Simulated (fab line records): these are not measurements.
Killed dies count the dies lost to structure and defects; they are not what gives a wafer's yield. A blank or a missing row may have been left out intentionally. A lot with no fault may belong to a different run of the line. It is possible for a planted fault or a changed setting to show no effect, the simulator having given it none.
fab line records	flow n5Finfet
[record] lots = 7	wafers = 21
route steps=1938 shown ZERO_LAYER@9 FIN_SAQP@125 DUMMY_GATE@234 SPACER0@259 SD_EPI_P@321 SD_ACTIVATION@331 HKMG_FIN@392
startH: hours from the record's first day to the start of the lot's first wafer shown	waitH: hours from the lot's prior step to this one	" repeats the value in the row above	L1.1+2: several wafers, shown together as one row	- value missing, or start not given	* or withheld: withheld	< > ~ a bound
route shown NAME@n: a module of which the file shows steps, and the number in the route of the first	usual: mean and standard deviation over wafers with no fault	same: alike in all rows	chamber/n: place in a boat	sites: the reading at each site	_std_site: the standard deviation of these	_edge_site: inner sites' mean taken away from outer sites' mean	radiusMm: how far each site lies from the wafer's centre	mask NAME#n: copy n	behind: the last tool/chamber to shape the wafer	hold: cause of the lot's hold/its duration in hours/its outcome	device: which transistor (n, p or np) failed to switch	end of line: at the end of the route, the tests of the same wafers	a step without rows: its recipe alone	killed: count of dies lost to structure and defects at first sort (not the wafer's yield)	map: shows each die of a wafer: x if killed, . if not, _ if none is there
set.NAME: the setting that was run; set.NAME@STEP: the one run at that earlier step	model.NAME: the simulator's own value behind a step, which no gauge read
lots where settings were altered on purpose, with a table for each step and a row for each wafer
[[steps]]
[step N5_ZERO_LAYER_EXPOSE_08]
[recipe] maskId = ZERO	na = 0.55	sourceShape = conventional	sigmaOuter = 0.8	polarization = unpolarized	defocusNm = 0	targetCdNm = 2000	doseMj = 16.2
lot.wafer	tool	chamber	startH	waitH	mask	set.doseMj
L074.2+3+6	krfScanner-02	0	12.63	-	ZERO#0	16.2
L076.1+4	krfScanner-02	0	24.59	-	ZERO#0	17.13
L076.6	"	0	"	"	ZERO#0	16.2
L077.1+5	krfScanner-02	0	30.46	-	ZERO#0	16.2
L077.4	"	0	"	"	ZERO#0	15.4
L081.1+5	krfScanner-02	0	54.46	-	ZERO#0	15.6
L081.3	"	0	"	"	ZERO#0	16.2
L082.2+4	krfScanner-02	0	60.50	-	ZERO#0	16.2
L082.5	"	0	"	"	ZERO#0	17.38
L089.1+3	krfScanner-01	0	102.61	-	ZERO#0	16.2
L089.2	"	0	"	"	ZERO#0	16.79
L090.2+5	krfScanner-02	0	108.60	-	ZERO#0	15.51
L090.3	"	0	"	"	ZERO#0	16.2
[step N5_ZERO_LAYER_DEVELOP_10]
[recipe] developTimeS = 60	rinseLiquid = diw	dry = airSpin	devTempC = 21
lot.wafer	tool	chamber	startH	waitH	set.developTimeS
L074.2+3+6	lithoTrack-03	0	-	-	60
L076.1+4+6	lithoTrack-05	0	-	-	60
L077.1	lithoTrack-03	0	-	-	60
L077.4+5	"	0	"	"	66.95
L081.1+3+5	lithoTrack-05	0	-	-	69.18
L082.2+4	lithoTrack-05	0	-	-	53.47
L082.5	"	0	"	"	60
L089.1+2	lithoTrack-03	0	-	-	60
L089.3	"	0	"	"	63.69
L090.2+3	lithoTrack-05	0	-	-	71.52
L090.5	"	0	"	"	60
[step N5_ZERO_LAYER_HARDBAKE_23]
[recipe] tempC = 130	timeS = 120
[step N5_ZERO_LAYER_CD_MEAS_11]
[recipe] targetCdNm = 2000	landingEnergyEv = 500	detector = seInlens
[usual] cdNm = 2001.7/2.3
lot.wafer	tool	chamber	startH	waitH	set.doseMj@ZERO_LAYER_EXPOSE_08	cdNm
L074.2	cdSem-03	0	12.80	-	16.2	2003.1
L074.3	"	0	"	"	16.2	2009.7
L074.6	"	0	"	"	16.2	2004.6
L076.1	cdSem-02	0	24.77	-	17.13	2013.7
L076.4	"	0	"	"	17.13	2011.3
L076.6	"	0	"	"	16.2	2001.9
L077.1	cdSem-03	0	30.64	-	16.2	2000.2
L077.4	"	0	"	"	15.4	1994.3
L077.5	"	0	"	"	16.2	2001.5
L081.1	cdSem-03	0	54.64	-	15.6	1995.8
L081.3	"	0	"	"	16.2	2002.7
L081.5	"	0	"	"	15.6	1994.5
L082.2	cdSem-02	0	60.67	-	16.2	1999.7
L082.4	"	0	"	"	16.2	2002.0
L082.5	"	0	"	"	17.38	2017.0
L089.1	cdSem-01	0	102.78	-	16.2	2000.3
L089.2	"	0	"	"	16.79	2004.4
L089.3	"	0	"	"	16.2	2002.0
L090.2	cdSem-02	0	108.77	-	15.51	1995.2
L090.3	"	0	"	"	16.2	2007.2
L090.5	"	0	"	"	15.51	1993.0
[step N5_ZERO_LAYER_DESCUM_16]
[recipe] chemistry = O2	timeS = 7.9	sourcePowerW = 50	biasPowerW = 20	pressureMtorr = 20	rfFrequencyHz = 2.712e+07	tempC = 40	o2FlowSccm = 225
lot.wafer	tool	chamber	startH	waitH	set.doseMj@ZERO_LAYER_EXPOSE_08	model.ZERO_LAYER.cdNm
L074.2	rieDiel-05	1	12.84	0.0	16.2	2003
L074.3	"	0	"	"	16.2	2010
L074.6	"	1	"	"	16.2	2005
L076.1	rieDiel-01	1	24.80	0.0	17.13	2014
L076.4	"	3	"	"	17.13	2011
L076.6	"	2	"	"	16.2	2001
L077.1	rieDiel-04	0	30.68	0.0	16.2	2000
L077.4	"	1	"	"	15.4	1994
L077.5	"	0	"	"	16.2	2002
L081.1	rieDiel-05	3	54.68	0.0	15.6	1996
L081.3	"	1	"	"	16.2	2002
L081.5	"	1	"	"	15.6	1994
L082.2	rieDiel-01	0	60.71	0.0	16.2	2000
L082.4	"	2	"	"	16.2	2002
L082.5	"	1	"	"	17.38	2017
L089.1	rieDiel-01	0	102.82	0.0	16.2	2000
L089.2	"	3	"	"	16.79	2004
L089.3	"	2	"	"	16.2	2002
L090.2	rieDiel-01	3	108.82	0.1	15.51	1995
L090.3	"	0	"	"	16.2	2007
L090.5	"	1	"	"	15.51	1993
[step N5_FIN_SAQP_SPACER1_ALD_24]
[recipe] material = SiO2	targetThkA = 203	tempC = 300	aldPrecursorFamily = BDEAS	aldCoReactant = O2-plasma	pulseTimeS = 1	purgeTimeS = 2	coReactantPurgeTimeS = 2	aldCycles = 218	pressureTorr = 2
lot.wafer	tool	chamber	startH	waitH	set.aldCycles	model.SiO2_of_FIN_SAQP_SPACER1_ALD_24.thkNm
L074.2+3	aldSin-03	3,0	23.44	0.3	218	20.2
L074.6	"	3	"	"	218	20.4
L076.1	aldSin-04	0	35.91	0.3	218	20.2
L076.4	"	3	"	"	218	20.4
L076.6	"	2	"	"	198	18.4
L077.1	aldSin-02	0	42.42	1.1	218	20.2
L077.4	"	1	"	"	218	20.4
L077.5	"	3	"	"	208	19.4
L081.1	aldSin-04	1	65.41	0.3	218	20.4
L081.3+5	"	2	"	"	229	21.4
L082.2	aldSin-02	2	72.07	0.3	191	17.8
L082.4+5	"	0,1	"	"	218	20.2
L089.1	aldSin-03	1	113.58	0.3	205	19.2
L089.2	"	0	"	"	218	20.2
L089.3	"	3	"	"	205	19.4
L090.2+5	aldSin-04	2,1	119.91	0.3	218	20.4
L090.3	"	0	"	"	218	20.2
[step N5_FIN_SAQP_SPACER1_ETCHBACK_25]
[recipe] chemistry = CHF3/O2	mode = anisotropicEtchback	target = SiO2	targetDepthA = 244	timeS = 12.2	pressureMtorr = 30	sourceW = 650	biasW = 170	Ar_flow_sccm = 200	CHF3_flow_sccm = 50	O2_flow_sccm = 5	ionEnergyEv = 200
[step N5_FIN_SAQP_MANDREL1_REMOVE_56]
[recipe] chemistry = HBr/Cl2/O2	btTimeS = 10	target = a-Si	stopOn = SiNx	endpoint = OES-SiCl	overEtchFrac = 1	icpW = 600	biasW = 22	HBr_flow_sccm = 150	Cl2_flow_sccm = 80	O2_flow_sccm = 5	pressureMtorr = 10
lot.wafer	tool	chamber	startH	waitH	set.aldCycles@FIN_SAQP_SPACER1_ALD_24	model.FIN_SAQP.cdNm
L074.2+3+6	rieSi-04	3,1,1	24.25	0.1	218	20.4
L076.1	rieSi-02	3	36.75	0.1	218	20.2
L076.4	"	2	"	"	218	20.6
L076.6	"	1	"	"	198	18.4
L077.1+4	rieSi-02	2,1	43.33	0.1	218	20.4
L077.5	"	2	"	"	208	19.6
L081.1	rieSi-03	2	66.25	0.1	218	20.2
L081.3	"	3	"	"	229	21.2
L081.5	"	1	"	"	229	21
L082.2	rieSi-02	2	73.01	0.1	191	18
L082.4+5	"	0,1	"	"	218	20.2
L089.1	rieSi-02	3	114.44	0.1	205	19
L089.2	"	0	"	"	218	20.2
L089.3	"	1	"	"	205	19.2
L090.2+5	rieSi-02	2	120.71	0.1	218	20.6
L090.3	"	1	"	"	218	20
[step N5_FIN_SAQP_CD_MEAS_27]
[recipe] targetCdNm = 20	landingEnergyEv = 1000	detector = seInlens	polarity = line
[usual] cdNm = 20.26/0.25
lot.wafer	tool	chamber	startH	waitH	set.aldCycles@FIN_SAQP_SPACER1_ALD_24	cdNm
L074.2	cdSem-03	0	24.36	0.1	218	20.78
L074.3	"	0	"	"	218	20.38
L074.6	"	0	"	"	218	20.46
L076.1	cdSem-01	0	36.86	0.1	218	19.78
L076.4	"	0	"	"	218	20.67
L076.6	"	0	"	"	198	18.55
L077.1	cdSem-02	0	43.44	0.1	218	20.26
L077.4	"	0	"	"	218	20.58
L077.5	"	0	"	"	208	19.41
L081.1	cdSem-03	0	66.36	0.1	218	20.04
L081.3	"	0	"	"	229	21.12
L081.5	"	0	"	"	229	21.04
L082.2	cdSem-03	0	73.12	0.1	191	17.67
L082.4	"	0	"	"	218	20.41
L082.5	"	0	"	"	218	20.21
L089.1	cdSem-02	0	114.54	0.1	205	19.35
L089.2	"	0	"	"	218	20.01
L089.3	"	0	"	"	205	19.19
L090.2	cdSem-01	0	120.83	0.1	218	20.30
L090.3	"	0	"	"	218	20.15
L090.5	"	0	"	"	218	20.71
[step N5_FIN_SAQP_ETCH_65]
[recipe] chemistry = CF4	target = SiO2	targetDepthA = 40	ionEnergyEv = 350	timeS = 4.4	pressureMtorr = 10	icpW = 800	biasW = 400	cf4FlowSccm = 80
lot.wafer	tool	chamber	startH	waitH	set.timeS	model.etch.depthNm
L074.2	rieSi-04	3	24.52	0.1	4.4	3.928
L074.3	"	1	"	"	4.4	4.191
L074.6	"	3	"	"	4.4	3.925
L076.1	rieSi-03	1	37.02	0.1	4.4	4.15
L076.4	"	2	"	"	4.4	3.932
L076.6	"	2	"	"	4.893	4.354
L077.1	rieSi-04	2	43.60	0.1	5.233	4.715
L077.4	"	3	"	"	4.4	3.946
L077.5	"	2	"	"	5.233	4.675
L081.1	rieSi-02	2	66.56	0.1	4.4	3.992
L081.3	"	0	"	"	5.302	4.764
L081.5	"	0	"	"	4.4	3.947
L082.2	rieSi-03	2	73.27	0.1	4.705	4.197
L082.4	"	3	"	"	4.4	3.864
L082.5	"	1	"	"	4.4	4.119
L089.1	rieSi-03	2	114.71	0.1	4.4	3.977
L089.2	"	3	"	"	4.4	3.876
L089.3	"	1	"	"	4.4	4.139
L090.2	rieSi-04	1	121.16	0.1	4.4	4.191
L090.3	"	0	"	"	4.4	3.875
L090.5	"	1	"	"	4.903	4.676
[step N5_DUMMY_GATE_DESCUM_20]
[recipe] chemistry = O2	timeS = 6.2	sourcePowerW = 50	biasPowerW = 20	pressureMtorr = 20	rfFrequencyHz = 2.712e+07	tempC = 40	resist = CAR-EUV	o2FlowSccm = 225
lot.wafer	tool	chamber	startH	waitH	set.timeS	model.CAR-EUV_of_DUMMY_GATE_COAT_09.thkNm
L074.2+3	rieDiel-01	3,0	45.67	0.3	6.2	26.4
L074.6	"	1	"	"	6.2	26.6
L076.1	rieDiel-01	1	59.55	0.0	6.2	26.6
L076.4	"	2	"	"	6.9	26.2
L076.6	"	3	"	"	6.2	26.4
L077.1	rieDiel-01	0	65.95	0.0	6.953	26
L077.4	"	2	"	"	6.2	26.4
L077.5	"	0	"	"	6.2	26.6
L081.1	rieDiel-01	0	88.86	0.1	6.2	26.6
L081.3+5	"	3,0	"	"	6.66	26.2
L082.2	rieDiel-05	1	95.05	0.0	6.2	26.6
L082.4	"	3	"	"	6.871	26.2
L082.5	"	0	"	"	6.2	26.4
L089.1+3	rieDiel-05	3,2	137.46	0.4	6.2	26.6
L089.2	"	1	"	"	4.828	27.2
L090.2+3+5	rieDiel-04	3,1,0	142.83	0.0	6.2	26.4
[step N5_DUMMY_GATE_ETCH_37]
[recipe] chemistry = N2/H2	target = SOC	targetDepthA = 600	overetchA = 300	tempC = 40	ionEnergyEv = 200	pressureMtorr = 30	sourceW = 840	biasW = 150	n2FlowSccm = 200	h2FlowSccm = 200
[usual] rfVppV = 525.2/2.1
lot.wafer	tool	chamber	startH	waitH	set.sourceW	rfVppV
L074.2	rieDiel-01	3	45.82	0.0	840	524.0
L074.3	"	0	"	"	840	521.5
L074.6	"	1	"	"	840	529.4
L076.1	rieDiel-01	1	59.69	0.0	840	529.8
L076.4	"	2	"	"	770	538.8
L076.6	"	3	"	"	770	538.6
L077.1	rieDiel-01	0	66.09	0.0	840	522.9
L077.4	"	2	"	"	840	522.8
L077.5	"	0	"	"	953.6	501.4
L081.1	rieDiel-01	0	89.00	0.0	840	523.7
L081.3	"	3	"	"	840	522.6
L081.5	"	0	"	"	701.1	555.8
L082.2	rieDiel-05	1	95.19	0.0	840	525.6
L082.4	"	3	"	"	840	525.3
L082.5	"	0	"	"	904.1	514.2
L089.1	rieDiel-05	3	137.61	0.0	775.1	540.7
L089.2	"	1	"	"	840	525.9
L089.3	"	2	"	"	775.1	539.1
L090.2	rieDiel-04	3	142.98	0.0	840	525.5
L090.3	"	1	"	"	921.7	511.7
L090.5	"	0	"	"	921.7	510.7
[step N5_SPACER0_ALD_00]
[recipe] material = SiOCN	targetThkA = 35	tempC = 400	aldPrecursorFamily = alkyl-aminosilane	aldCoReactant = O2/N2-plasma	pulseTimeS = 3	purgeTimeS = 2	coReactantPurgeTimeS = 2	aldCycles = 58	pressureTorr = 2
lot.wafer	tool	chamber	startH	waitH	set.aldCycles	model.SiOCN_of_SPACER0_ALD_00.thkNm
L074.2+6	aldSin-01	0,2	47.03	0.1	58	3.4
L074.3	"	1	"	"	58	3.6
L076.1+4	aldSin-01	1,2	60.98	0.1	64	3.8
L076.6	"	3	"	"	58	3.4
L077.1+5	aldSin-03	1,2	67.29	0.1	52	3.2
L077.4	"	3	"	"	58	3.4
L081.1	aldSin-01	3	90.21	0.1	58	3.6
L081.3+5	"	1,3	"	"	55	3.4
L082.2	aldSin-01	3	96.88	0.1	58	3.6
L082.4+5	"	1,0	"	"	49	3
L089.1+2+3	aldSin-03	3,2,0	138.86	0.1	49	3
L090.2+3+5	aldSin-04	3,0,2	144.20	0.1	58	3.6
[step N5_SD_EPI_P_EPI_21]
[recipe] material = SiGe:B	dopant = B	tempC = 550	pressureTorr = 20	ambient = H2	timeS = 355
lot.wafer	tool	chamber	startH	waitH	set.timeS	model.SiGe-B_of_SD_EPI_P_EPI_21.thkNm
L074.2	epiRpcvd-04	0	55.27	0.9	355	59.6
L074.3	"	0	"	"	355	60
L074.6	"	0	57.83	3.2	355	60.2
L076.1	epiRpcvd-03	0	67.91	0.1	333.9	58.8
L076.4	"	0	68.99	1.1	355	61.4
L076.6	"	0	"	"	355	60.4
L077.1	epiRpcvd-04	0	75.94	0.2	355	60.2
L077.4	"	0	77.38	1.5	294.2	53
L077.5	"	0	"	"	355	59.4
L081.1	epiRpcvd-03	0	97.40	0.1	355	61.4
L081.3	"	0	"	"	322.9	57.4
L081.5	"	0	"	"	355	61.6
L082.2	epiRpcvd-04	0	104.08	0.6	412.2	67
L082.4	"	0	"	"	355	59.8
L082.5	"	0	"	"	355	59.4
L089.1+2	epiRpcvd-03	0	146.02	0.2	355	60.2
L089.3	"	0	"	"	323.9	57.4
L090.2+3	epiRpcvd-04	0	151.31	0.5	355	60.6
L090.5	"	0	152.39	1.5	397.5	65.4
[step N5_SD_EPI_P_EPI_MEAS_23]
[recipe] mode = xrd
[usual] thkNm = 60.9/1.3
lot.wafer	tool	chamber	startH	waitH	set.timeS@SD_EPI_P_EPI_21	thkNm
L074.2	filmMetro-01	-	58.51	2.6	355	57.7
L074.3	"	-	"	"	355	58.7
L074.6	"	-	"	"	355	60.5
L076.1	filmMetro-01	-	70.10	1.8	333.9	57.4
L076.4	"	-	"	"	355	61.6
L076.6	"	-	"	"	355	58.6
L077.1	filmMetro-02	-	78.85	2.4	355	60.9
L077.4	"	-	"	"	294.2	53.8
L077.5	"	-	"	"	355	59.8
L081.1	filmMetro-02	-	99.61	1.9	355	60.5
L081.3	"	-	"	"	322.9	57.4
L081.5	"	-	"	"	355	62.3
L082.2	filmMetro-02	-	106.52	2.0	412.2	66.9
L082.4	"	-	"	"	355	61.5
L082.5	"	-	"	"	355	58.4
L089.1	filmMetro-01	-	148.94	2.4	355	59.4
L089.2	"	-	"	"	355	61.2
L089.3	"	-	"	"	323.9	56.9
L090.2	filmMetro-01	-	153.15	1.5	355	60.7
L090.3	"	-	"	"	355	62.1
L090.5	"	-	"	"	397.5	64.8
[step N5_SD_ACTIVATION_LSA_01]
[recipe] tempC = 1080	timeS = 0.0008	ambient = N2
[usual] wafer_temp_C_max = 1087.5/1.7
lot.wafer	tool	chamber	startH	waitH	set.tempC	wafer_temp_C_max
L074.2	laserAnneal-01	0	59.07	0.2	1080	1086.5
L074.3	"	0	"	"	1080	1087.8
L074.6	"	0	"	"	1080	1087.5
L076.1	laserAnneal-01	0	70.62	0.2	1080	1089.2
L076.4	"	0	"	"	1080	1086.1
L076.6	"	0	"	"	1080	1089.2
L077.1	laserAnneal-02	0	80.07	0.2	1080	1085.9
L077.4	"	0	"	"	1069	1079.7
L077.5	"	0	"	"	1069	1078.4
L081.1	laserAnneal-02	0	100.01	0.2	1080	1085.9
L081.3	"	0	"	"	1080	1086.4
L081.5	"	0	"	"	1080	1085.9
L082.2	laserAnneal-01	0	106.95	0.2	1080	1088.5
L082.4	"	0	"	"	1080	1087.6
L082.5	"	0	"	"	1080	1088.9
L089.1	laserAnneal-02	0	149.35	0.2	1080	1087.8
L089.2	"	0	"	"	1080	1085.7
L089.3	"	0	"	"	1080	1085.8
L090.2	laserAnneal-01	0	153.58	0.2	1080	1086.7
L090.3	"	0	"	"	1080	1088.7
L090.5	"	0	"	"	1060	1069.3
[step N5_HKMG_FIN_COAT_43]
[recipe] resist = CAR-ArF	spinRpm = 1500	resistThkNm = 90
lot.wafer	tool	chamber	startH	waitH	set.spinRpm	model.CAR-ArF_of_HKMG_FIN_COAT_43.thkNm
L074.2+6	lithoTrack-01	0	-	-	1500	90.2
L074.3	"	0	"	"	1500	90.4
L076.1+6	lithoTrack-01	0	-	-	1500	90
L076.4	"	0	"	"	1500	90.2
L077.1+5	lithoTrack-04	0	-	-	1500	90.2
L077.4	"	0	"	"	1500	90.4
L081.1	lithoTrack-04	0	-	-	1346	95
L081.3	"	0	"	"	1500	90
L081.5	"	0	"	"	1500	90.2
L082.2	lithoTrack-03	0	-	-	1500	90.2
L082.4	"	0	"	"	1500	90.4
L082.5	"	0	"	"	1500	90
L089.1	lithoTrack-03	0	-	-	1500	89.6
L089.2+3	"	0	"	"	1500	89.8
L090.2	lithoTrack-04	0	-	-	1357	94.8
L090.3	"	0	"	"	1500	90.4
L090.5	"	0	"	"	1500	90.2
[step N5_HKMG_FIN_EBR_45]
[recipe] solvent = PGMEA	ebrWidthMm = 1.5
[step N5_HKMG_FIN_SOFTBAKE_44]
[recipe] tempC = 110	timeS = 60	resist = CAR-ArF
[step N5_HKMG_FIN_EXPOSE_46]
[recipe] maskId = NDIPOLE	na = 1.35	sourceShape = conventional	sigmaOuter = 0.8	polarization = unpolarized	doseMj = 40
[step N5_HKMG_FIN_PEB_47]
[recipe] pebTempC = withheld	pebTimeS = 60	resist = CAR-ArF
[step N5_HKMG_FIN_DEVELOP_48]
[recipe] developTimeS = 30	developer = TMAH	resist = CAR-ArF	rinseLiquid = diw	dry = airSpin	devTempC = 23
lot.wafer	tool	chamber	startH	waitH	set.spinRpm@HKMG_FIN_COAT_43	model.CAR-ArF_of_HKMG_FIN_COAT_43.thkNm
L074.2+6	lithoTrack-01	0	-	-	1500	88.4
L074.3	"	0	"	"	1500	88.8
L076.1	lithoTrack-04	0	-	-	1500	88.4
L076.4	"	0	"	"	1500	88.6
L076.6	"	0	"	"	1500	88.2
L077.1+4+5	lithoTrack-04	0	-	-	1500	88.6
L081.1	lithoTrack-03	0	-	-	1346	93.4
L081.3	"	0	"	"	1500	88.2
L081.5	"	0	"	"	1500	88.4
L082.2+5	lithoTrack-03	0	-	-	1500	88.4
L082.4	"	0	"	"	1500	88.6
L089.1	lithoTrack-03	0	-	-	1500	87.8
L089.2+3	"	0	"	"	1500	88.2
L090.2	lithoTrack-01	0	-	-	1357	93
L090.3	"	0	"	"	1500	88.8
L090.5	"	0	"	"	1500	88.6
[step N5_HKMG_FIN_DESCUM_17]
[recipe] chemistry = O2	timeS = 7.9	sourcePowerW = 50	biasPowerW = 20	pressureMtorr = 20	rfFrequencyHz = 2.712e+07	tempC = 40	resist = CAR-ArF	o2FlowSccm = 225
lot.wafer	tool	chamber	startH	waitH	set.timeS	model.CAR-ArF_of_HKMG_FIN_COAT_06.thkNm
L074.2	rieDiel-06	0	75.51	0.0	7.9	84
L074.3+6	"	3,2	"	"	7.9	83.6
L076.1+4	rieDiel-06	2,1	88.01	0.2	7.9	83
L076.6	"	3	"	"	7.9	83.4
L077.1	rieDiel-02	0	98.36	0.0	9.463	82
L077.4	"	3	"	"	7.9	83.2
L077.5	"	3	"	"	7.9	83.4
L081.1	rieDiel-03	0	117.07	0.1	7.045	84
L081.3	"	2	"	"	7.9	83.6
L081.5	"	0	"	"	7.9	83.4
L082.2	rieDiel-06	1	125.84	0.0	6.663	84.6
L082.4	"	0	"	"	6.663	84.8
L082.5	"	0	"	"	7.9	84.2
L089.1+2	rieDiel-02	1,3	168.05	0.0	7.408	83.2
L089.3	"	2	"	"	7.9	83
L090.2+5	rieDiel-02	1	169.65	0.0	6.702	84.2
L090.3	"	0	"	"	7.9	83.4
[[key]]
[split] step = N5_ZERO_LAYER_EXPOSE_08	setting = doseMj	stated = 16.2	by = wafer
[response] step = N5_ZERO_LAYER_CD_MEAS_11	reading = cdNm	change = +1.97	per = 1%	r = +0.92
[response] step = N5_ZERO_LAYER_DESCUM_16	reading = model.ZERO_LAYER.cdNm	change = +1.99	per = 1%	r = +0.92
[split] step = N5_ZERO_LAYER_DEVELOP_10	setting = developTimeS	stated = 60	by = wafer
response none clear
[split] step = N5_FIN_SAQP_SPACER1_ALD_24	setting = aldCycles	stated = 218	by = wafer
[response] step = N5_FIN_SAQP_SPACER1_ALD_24	reading = model.SiO2_of_FIN_SAQP_SPACER1_ALD_24.thkNm	change = +0.193	per = 1%	r = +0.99
[response] step = N5_FIN_SAQP_MANDREL1_REMOVE_56	reading = model.FIN_SAQP.cdNm	change = +0.189	per = 1%	r = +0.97
[response] step = N5_FIN_SAQP_CD_MEAS_27	reading = cdNm	change = +0.195	per = 1%	r = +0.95
[split] step = N5_FIN_SAQP_ETCH_65	setting = timeS	stated = 4.4	by = wafer
[response] step = N5_FIN_SAQP_ETCH_65	reading = model.etch.depthNm	change = +0.0395	per = 1%	r = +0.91
[split] step = N5_DUMMY_GATE_DESCUM_20	setting = timeS	stated = 6.2	by = wafer
[response] step = N5_DUMMY_GATE_DESCUM_20	reading = model.CAR-EUV_of_DUMMY_GATE_COAT_09.thkNm	change = -0.0309	per = 1%	r = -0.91
[split] step = N5_DUMMY_GATE_ETCH_37	setting = sourceW	stated = 840	by = wafer
[response] step = N5_DUMMY_GATE_ETCH_37	reading = rfVppV	change = -1.67	per = 1%	r = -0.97
[split] step = N5_SPACER0_ALD_00	setting = aldCycles	stated = 58	by = wafer
[response] step = N5_SPACER0_ALD_00	reading = model.SiOCN_of_SPACER0_ALD_00.thkNm	change = +0.0344	per = 1%	r = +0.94
[split] step = N5_SD_EPI_P_EPI_21	setting = timeS	stated = 355	by = wafer
[response] step = N5_SD_EPI_P_EPI_21	reading = model.SiGe-B_of_SD_EPI_P_EPI_21.thkNm	change = +0.413	per = 1%	r = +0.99
[response] step = N5_SD_EPI_P_EPI_MEAS_23	reading = thkNm	change = *	per = 1%	r = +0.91
[split] step = N5_SD_ACTIVATION_LSA_01	setting = tempC	stated = 1080	by = wafer
[response] step = N5_SD_ACTIVATION_LSA_01	reading = wafer_temp_C_max	change = *	per = 1%	r = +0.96
[split] step = N5_HKMG_FIN_COAT_43	setting = spinRpm	stated = 1500	by = wafer
[response] step = N5_HKMG_FIN_COAT_43	reading = model.CAR-ArF_of_HKMG_FIN_COAT_43.thkNm	change = -0.475	per = 1%	r = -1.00
[response] step = N5_HKMG_FIN_DEVELOP_48	reading = model.CAR-ArF_of_HKMG_FIN_COAT_43.thkNm	change = -0.476	per = 1%	r = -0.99
[split] step = N5_HKMG_FIN_DESCUM_17	setting = timeS	stated = 7.9	by = wafer
[response] step = N5_HKMG_FIN_DESCUM_17	reading = model.CAR-ArF_of_HKMG_FIN_COAT_06.thkNm	change = -0.0512	per = 1%	r = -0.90
